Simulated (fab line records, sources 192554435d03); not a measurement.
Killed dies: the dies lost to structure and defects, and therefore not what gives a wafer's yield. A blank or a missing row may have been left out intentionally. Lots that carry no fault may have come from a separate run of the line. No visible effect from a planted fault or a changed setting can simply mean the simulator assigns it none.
The tool behind it: which one? | flow n5_finfet | 72 wafers from 24 lots sampled at 6 of the route's 1938 steps

## WHAT EACH GAUGE READ, for each wafer
N5_BEOL_M2_THK_MEAS_53: measures by xrf. Usual: M2_THK 39.1 nm, standard deviation 1.7.
lot  | measured     | on            | M2_THK (nm)    | flag
L074 | day 6 20:34  | film_metro-01 | 36.9 39.8 38.8 |
L075 | day 7 17:01  | film_metro-02 | 40.8 37.2 42.2 |
L076 | day 8 00:06  | film_metro-02 | 40.9 39.6 41.3 |
L077 | day 8 05:28  | film_metro-01 | 38.8 36.5 40.6 |
L078 | day 8 08:25  | film_metro-01 | 40.3 38.0 37.1 |
L080 | day 8 17:38  | film_metro-02 | 40.1 41.1 40.1 |
L079 | day 8 16:30  | film_metro-01 | 39.2 38.7 39.0 |
L081 | day 9 06:13  | film_metro-01 | 38.7 38.1 39.5 |
L082 | day 8 22:58  | film_metro-01 | 37.6 39.1 41.6 |
L083 | day 9 11:08  | film_metro-01 | 37.3 37.7 36.3 |
L084 | day 10 03:13 | film_metro-01 | 40.3 42.1 41.3 |
L085 | day 10 08:29 | film_metro-02 | 38.6 37.3 37.1 |
L086 | day 10 22:47 | film_metro-01 | 41.0 38.1 40.0 |
L087 | day 10 18:46 | film_metro-02 | 39.4 38.3 41.8 |
L089 | day 11 01:13 | film_metro-02 | 38.1 38.0 38.0 |
L088 | day 11 04:06 | film_metro-01 | 37.0 36.2 37.6 |
L090 | day 10 22:56 | film_metro-02 | 38.5 36.7 38.1 |
L091 | day 11 12:58 | film_metro-01 | 36.2 40.2 40.8 |
L092 | day 11 16:44 | film_metro-02 | 36.9 37.2 39.6 |
L093 | day 11 16:50 | film_metro-02 | 39.0 42.6 37.9 |
L096 | day 12 15:55 | film_metro-01 | 38.4 40.4 40.2 |
L094 | day 12 16:10 | film_metro-01 | 40.2 38.4 39.2 |
L095 | day 12 18:47 | film_metro-02 | 43.1 40.3 38.1 |
L097 | day 13 00:25 | film_metro-01 | 39.5 40.9 38.0 |

## TOOL THAT RAN EACH LOT (tool first, then ch and the chambers of the sampled wafers, then the start)
lot  | N5_BEOL_M2_ETCH_64                 | N5_BEOL_M2_ANNEAL_80         | N5_BEOL_M2_ANNEAL_89         | N5_BEOL_M2_SPUTTER_94        | N5_BEOL_M2_ANNEAL_95
L074 | rie_diel-01 ch 2,3, day 6 13:10    | pvd_sputter-02, day 6 17:42  | pvd_sputter-02, day 6 18:22  | pvd_sputter-02, day 6 18:56  | pvd_sputter-02, day 6 19:01
L075 | rie_diel-02 ch 0,1, day 7 02:59    | pvd_sputter-03, day 7 14:38  | pvd_sputter-03, day 7 15:21  | pvd_sputter-03, day 7 15:59  | pvd_sputter-03, day 7 16:04
L076 | rie_diel-05 ch 0,1,3, day 7 10:23  | pvd_sputter-01, day 7 21:52  | pvd_sputter-01, day 7 22:31  | pvd_sputter-01, day 7 23:06  | pvd_sputter-01, day 7 23:11
L077 | rie_diel-05 ch 1,2,3, day 7 17:10  | pvd_sputter-02, day 8 03:10  | pvd_sputter-02, day 8 03:50  | pvd_sputter-02, day 8 04:25  | pvd_sputter-02, day 8 04:29
L078 | rie_diel-05 ch 2,3, day 7 17:41    | pvd_sputter-01, day 8 06:10  | pvd_sputter-01, day 8 06:49  | pvd_sputter-01, day 8 07:24  | pvd_sputter-01, day 8 07:29
L080 | rie_diel-01 ch 1,2, day 8 01:01    | pvd_sputter-03, day 8 15:23  | pvd_sputter-03, day 8 16:03  | pvd_sputter-03, day 8 16:38  | pvd_sputter-03, day 8 16:43
L079 | rie_diel-02 ch 0,1, day 8 08:29    | pvd_sputter-02, day 8 14:15  | pvd_sputter-02, day 8 14:55  | pvd_sputter-02, day 8 15:29  | pvd_sputter-02, day 8 15:34
L081 | rie_diel-01 ch 0,2,3, day 8 13:22  | pvd_sputter-02, day 9 03:58  | pvd_sputter-02, day 9 04:38  | pvd_sputter-02, day 9 05:13  | pvd_sputter-02, day 9 05:17
L082 | rie_diel-05 ch 0,2, day 8 13:31    | pvd_sputter-02, day 8 20:43  | pvd_sputter-02, day 8 21:22  | pvd_sputter-02, day 8 21:57  | pvd_sputter-02, day 8 22:02
L083 | rie_diel-02 ch 0,1,2, day 9 03:22  | pvd_sputter-02, day 9 08:53  | pvd_sputter-02, day 9 09:32  | pvd_sputter-02, day 9 10:07  | pvd_sputter-02, day 9 10:12
L084 | rie_diel-05 ch 1,2,3, day 9 18:03  | pvd_sputter-03, day 10 00:58 | pvd_sputter-03, day 10 01:38 | pvd_sputter-03, day 10 02:13 | pvd_sputter-03, day 10 02:17
L085 | rie_diel-05 ch 0,1,2, day 9 20:24  | pvd_sputter-02, day 10 05:22 | pvd_sputter-02, day 10 06:02 | pvd_sputter-02, day 10 06:37 | pvd_sputter-02, day 10 06:41
L086 | rie_diel-05 ch 0,1,2, day 9 20:52  | pvd_sputter-03, day 10 20:32 | pvd_sputter-03, day 10 21:12 | pvd_sputter-03, day 10 21:47 | pvd_sputter-03, day 10 21:52
L087 | rie_diel-02 ch 0,1, day 9 23:18    | pvd_sputter-03, day 10 16:17 | pvd_sputter-03, day 10 16:57 | pvd_sputter-03, day 10 17:32 | pvd_sputter-03, day 10 17:37
L089 | rie_diel-05 ch 0,2,3, day 10 07:19 | pvd_sputter-01, day 10 22:39 | pvd_sputter-01, day 10 23:19 | pvd_sputter-01, day 10 23:53 | pvd_sputter-01, day 10 23:58
L088 | rie_diel-01 ch 1,2, day 10 07:37   | pvd_sputter-02, day 11 01:49 | pvd_sputter-02, day 11 02:28 | pvd_sputter-02, day 11 03:03 | pvd_sputter-02, day 11 03:08
L090 | rie_diel-02 ch 1,3, day 10 13:44   | pvd_sputter-02, day 10 20:41 | pvd_sputter-02, day 10 21:21 | pvd_sputter-02, day 10 21:56 | pvd_sputter-02, day 10 22:01
L091 | rie_diel-05 ch 0,1,3, day 11 02:32 | pvd_sputter-03, day 11 10:43 | pvd_sputter-03, day 11 11:22 | pvd_sputter-03, day 11 11:57 | pvd_sputter-03, day 11 12:02
L092 | rie_diel-05 ch 0,1,2, day 11 09:56 | pvd_sputter-01, day 11 14:29 | pvd_sputter-01, day 11 15:09 | pvd_sputter-01, day 11 15:44 | pvd_sputter-01, day 11 15:49
L093 | rie_diel-02 ch 0,2, day 11 10:55   | pvd_sputter-03, day 11 14:35 | pvd_sputter-03, day 11 15:15 | pvd_sputter-03, day 11 15:50 | pvd_sputter-03, day 11 15:55
L096 | rie_diel-01 ch 0,1,3, day 12 02:21 | pvd_sputter-03, day 12 13:40 | pvd_sputter-03, day 12 14:20 | pvd_sputter-03, day 12 14:55 | pvd_sputter-03, day 12 14:59
L094 | rie_diel-01 ch 1,2,3, day 12 04:27 | pvd_sputter-01, day 12 13:55 | pvd_sputter-01, day 12 14:34 | pvd_sputter-01, day 12 15:09 | pvd_sputter-01, day 12 15:14
L095 | rie_diel-02 ch 0,1,2, day 12 04:32 | pvd_sputter-01, day 12 16:32 | pvd_sputter-01, day 12 17:11 | pvd_sputter-01, day 12 17:46 | pvd_sputter-01, day 12 17:51
L097 | rie_diel-01 ch 2,3, day 12 16:22   | pvd_sputter-03, day 12 21:55 | pvd_sputter-03, day 12 22:34 | pvd_sputter-03, day 12 23:09 | pvd_sputter-03, day 12 23:14
- N5_BEOL_M2_ETCH_64: etches SOC in N2/H2, target depth 75 nm, overetch 22.5 nm, time 121.9 s.
- N5_BEOL_M2_ANNEAL_80: time 240 s.
- N5_BEOL_M2_ANNEAL_89: time 240 s.
- N5_BEOL_M2_SPUTTER_94: material Cu, target thk 4.5 nm, time 8.29 s.
- N5_BEOL_M2_ANNEAL_95: time 240 s.

## AS READ BY THE TOOLS THEMSELVES (means over the sampled wafers that have a number; for cases with no such wafer, the mark the record gives instead)
N5_BEOL_M2_ETCH_64. Usual: drypump_motor_current_A 5.8 A, standard deviation 0.48; oes_product_au 0.57 a.u., standard deviation 0.054; rf_vpp_V 524.0 V, standard deviation 2.4; showerhead_plenum_p_Torr 2.55 Torr, standard deviation 0.077; throttle_valve_pct 17.97 %, standard deviation 0.27.
lot  | tool        | drypump_motor_current_A (A) | oes_product_au (a.u.) | rf_vpp_V (V) | showerhead_plenum_p_Torr (Torr) | throttle_valve_pct (%) | flag
L074 | rie_diel-01 | 5.7                         | 0.58                  | 527.0        | 2.61                            | 18.10                  |
L075 | rie_diel-02 | 5.5                         | 0.57                  | 522.7        | 2.52                            | 18.24                  |
L076 | rie_diel-05 | 5.6                         | 0.55                  | 524.5        | 2.56                            | 17.99                  |
L077 | rie_diel-05 | 5.4                         | 0.53                  | 525.9        | 2.58                            | 17.86                  |
L078 | rie_diel-05 | 5.7                         | 0.54                  | 525.6        | 2.58                            | 17.69                  |
L080 | rie_diel-01 | 6.3                         | 0.54                  | 526.8        | 2.64                            | 17.92                  |
L079 | rie_diel-02 | 5.7                         | 0.56                  | 522.1        | 2.49                            | 18.14                  |
L081 | rie_diel-01 | 5.9                         | 0.56                  | 522.5        | 2.53                            | 18.13                  |
L082 | rie_diel-05 | 6.2                         | 0.56                  | 521.1        | 2.46                            | 17.81                  |
L083 | rie_diel-02 | 5.6                         | 0.57                  | 522.2        | 2.53                            | 18.11                  |
L084 | rie_diel-05 | 5.4                         | 0.53                  | 524.0        | 2.57                            | 17.89                  |
L085 | rie_diel-05 | 5.7                         | 0.54                  | 523.6        | 2.52                            | 17.95                  |
L086 | rie_diel-05 | 5.7                         | 0.54                  | 522.9        | 2.52                            | 17.95                  |
L087 | rie_diel-02 | 5.7                         | 0.55                  | 521.1        | 2.49                            | 18.18                  |
L089 | rie_diel-05 | 6.0                         | 0.55                  | 523.6        | 2.51                            | 17.78                  |
L088 | rie_diel-01 | 6.0                         | 0.61                  | 526.4        | 2.63                            | 17.97                  |
L090 | rie_diel-02 | 5.9                         | 0.59                  | 521.7        | 2.48                            | 18.06                  |
L091 | rie_diel-05 | 5.6                         | 0.53                  | 524.3        | 2.55                            | 18.03                  |
L092 | rie_diel-05 | 5.7                         | 0.54                  | 524.0        | 2.51                            | 17.98                  |
L093 | rie_diel-02 | 5.4                         | 0.56                  | 523.2        | 2.54                            | 18.24                  |
L096 | rie_diel-01 | 6.2                         | 0.64                  | 526.2        | 2.62                            | 17.76                  |
L094 | rie_diel-01 | 6.0                         | 0.59                  | 525.4        | 2.59                            | 17.88                  |
L095 | rie_diel-02 | 5.6                         | 0.55                  | 523.6        | 2.52                            | 18.14                  |
L097 | rie_diel-01 | 5.7                         | 0.55                  | 525.8        | 2.59                            | 18.19                  |

N5_BEOL_M2_ANNEAL_80. Usual: heater_power_w 837 W, standard deviation 59; susceptor_temp_C_max 400.9, standard deviation 0.44.
lot  | tool           | heater_power_w (W) | susceptor_temp_C_max | flag
L074 | pvd_sputter-02 | 836                | 401.0                |
L075 | pvd_sputter-03 | 826                | 400.7                |
L076 | pvd_sputter-01 | 827                | 401.1                |
L077 | pvd_sputter-02 | 800                | 400.9                |
L078 | pvd_sputter-01 | 849                | 401.0                |
L080 | pvd_sputter-03 | 863                | 400.8                |
L079 | pvd_sputter-02 | 831                | 401.0                |
L081 | pvd_sputter-02 | 856                | 401.1                |
L082 | pvd_sputter-02 | 798                | 400.9                |
L083 | pvd_sputter-02 | 859                | 400.7                |
L084 | pvd_sputter-03 | 816                | 401.2                |
L085 | pvd_sputter-02 | 824                | 400.8                |
L086 | pvd_sputter-03 | 820                | 401.2                |
L087 | pvd_sputter-03 | 874                | 401.4                |
L089 | pvd_sputter-01 | 818                | 401.0                |
L088 | pvd_sputter-02 | 867                | 400.8                |
L090 | pvd_sputter-02 | 853                | 400.7                |
L091 | pvd_sputter-03 | 854                | 400.8                |
L092 | pvd_sputter-01 | 903                | 401.1                |
L093 | pvd_sputter-03 | 848                | 401.0                |
L096 | pvd_sputter-03 | 876                | 400.9                |
L094 | pvd_sputter-01 | 808                | 400.7                |
L095 | pvd_sputter-01 | 907                | 401.0                |
L097 | pvd_sputter-03 | 771                | 401.2                |

N5_BEOL_M2_ANNEAL_89. Usual: heater_power_w 837 W, standard deviation 59; susceptor_temp_C_max 401.0, standard deviation 0.43.
lot  | tool           | heater_power_w (W) | susceptor_temp_C_max | flag
L074 | pvd_sputter-02 | 820                | 401.0                |
L075 | pvd_sputter-03 | 824                | 400.8                |
L076 | pvd_sputter-01 | 827                | 400.9                |
L077 | pvd_sputter-02 | 807                | 401.1                |
L078 | pvd_sputter-01 | 854                | 400.7                |
L080 | pvd_sputter-03 | 867                | 401.2                |
L079 | pvd_sputter-02 | 824                | 400.9                |
L081 | pvd_sputter-02 | 832                | 401.0                |
L082 | pvd_sputter-02 | 816                | 400.5                |
L083 | pvd_sputter-02 | 866                | 400.5                |
L084 | pvd_sputter-03 | 810                | 401.1                |
L085 | pvd_sputter-02 | 832                | 400.7                |
L086 | pvd_sputter-03 | 820                | 401.0                |
L087 | pvd_sputter-03 | 869                | 401.5                |
L089 | pvd_sputter-01 | 831                | 401.1                |
L088 | pvd_sputter-02 | 874                | 401.2                |
L090 | pvd_sputter-02 | 854                | 400.4                |
L091 | pvd_sputter-03 | 864                | 401.1                |
L092 | pvd_sputter-01 | 887                | 401.1                |
L093 | pvd_sputter-03 | 857                | 401.0                |
L096 | pvd_sputter-03 | 887                | 400.9                |
L094 | pvd_sputter-01 | 810                | 400.6                |
L095 | pvd_sputter-01 | 901                | 401.1                |
L097 | pvd_sputter-03 | 760                | 400.9                |

N5_BEOL_M2_SPUTTER_94. Usual: chuck_sensor_temp_C -16.0 C, standard deviation 0.48; throttle_valve_pct 29.8 %, standard deviation 0.88.
lot  | tool           | chuck_sensor_temp_C (C) | throttle_valve_pct (%) | flag
L074 | pvd_sputter-02 | -16.5                   | 30.5                   |
L075 | pvd_sputter-03 | -15.9                   | 29.9                   |
L076 | pvd_sputter-01 | -15.4                   | 29.2                   |
L077 | pvd_sputter-02 | -16.0                   | 30.4                   |
L078 | pvd_sputter-01 | -15.6                   | 29.5                   |
L080 | pvd_sputter-03 | -16.4                   | 28.7                   |
L079 | pvd_sputter-02 | -16.2                   | 30.0                   |
L081 | pvd_sputter-02 | -16.2                   | 30.2                   |
L082 | pvd_sputter-02 | -15.7                   | 29.7                   |
L083 | pvd_sputter-02 | -16.1                   | 29.7                   |
L084 | pvd_sputter-03 | -16.4                   | 29.5                   |
L085 | pvd_sputter-02 | -16.2                   | 29.9                   |
L086 | pvd_sputter-03 | -16.3                   | 29.6                   |
L087 | pvd_sputter-03 | -16.4                   | 28.6                   |
L089 | pvd_sputter-01 | -15.4                   | 29.4                   |
L088 | pvd_sputter-02 | -16.4                   | 30.0                   |
L090 | pvd_sputter-02 | -15.9                   | 29.9                   |
L091 | pvd_sputter-03 | -16.2                   | 29.6                   |
L092 | pvd_sputter-01 | -15.9                   | 29.3                   |
L093 | pvd_sputter-03 | -16.3                   | 29.5                   |
L096 | pvd_sputter-03 | -16.0                   | 29.3                   |
L094 | pvd_sputter-01 | -15.8                   | 29.8                   |
L095 | pvd_sputter-01 | -16.0                   | 28.5                   |
L097 | pvd_sputter-03 | -15.9                   | 30.9                   |

N5_BEOL_M2_ANNEAL_95. Usual: heater_power_w 840 W, standard deviation 61; susceptor_temp_C_max 401.0, standard deviation 0.46.
lot  | tool           | heater_power_w (W) | susceptor_temp_C_max | flag
L074 | pvd_sputter-02 | 840                | 401.1                |
L075 | pvd_sputter-03 | 817                | 400.8                |
L076 | pvd_sputter-01 | 833                | 401.4                |
L077 | pvd_sputter-02 | 812                | 400.8                |
L078 | pvd_sputter-01 | 874                | 401.1                |
L080 | pvd_sputter-03 | 866                | 401.2                |
L079 | pvd_sputter-02 | 827                | 401.0                |
L081 | pvd_sputter-02 | 849                | 401.2                |
L082 | pvd_sputter-02 | 818                | 400.8                |
L083 | pvd_sputter-02 | 877                | 400.6                |
L084 | pvd_sputter-03 | 831                | 401.3                |
L085 | pvd_sputter-02 | 834                | 400.9                |
L086 | pvd_sputter-03 | 823                | 401.6                |
L087 | pvd_sputter-03 | 874                | 401.7                |
L089 | pvd_sputter-01 | 824                | 401.5                |
L088 | pvd_sputter-02 | 880                | 401.2                |
L090 | pvd_sputter-02 | 855                | 400.7                |
L091 | pvd_sputter-03 | 847                | 401.1                |
L092 | pvd_sputter-01 | 896                | 400.8                |
L093 | pvd_sputter-03 | 859                | 400.6                |
L096 | pvd_sputter-03 | 877                | 400.8                |
L094 | pvd_sputter-01 | 801                | 400.3                |
L095 | pvd_sputter-01 | 914                | 401.2                |
L097 | pvd_sputter-03 | 772                | 401.0                |

## THE ANSWER, worked out from the rows above alone
Rule: take the mean of a lot's wafers that have a number; if it is more than 3 standard deviations from the usual mean, the lot is off. A lot without any number at a reading at which 4 lots or more have one is off too. Any other lot the step has rows for is counted as sound. After the gauges, taken in route order, come the tools' own readings; for these a lot's mean is taken, as printed above. The first step at which some lot is off is used, and at that step the reading that is off furthest; a lot without a number counts as furthest.
No lot is off on any of the readings shown, so nothing can be concluded from this.

## WHAT WAS PUT IN BY THE SIMULATOR
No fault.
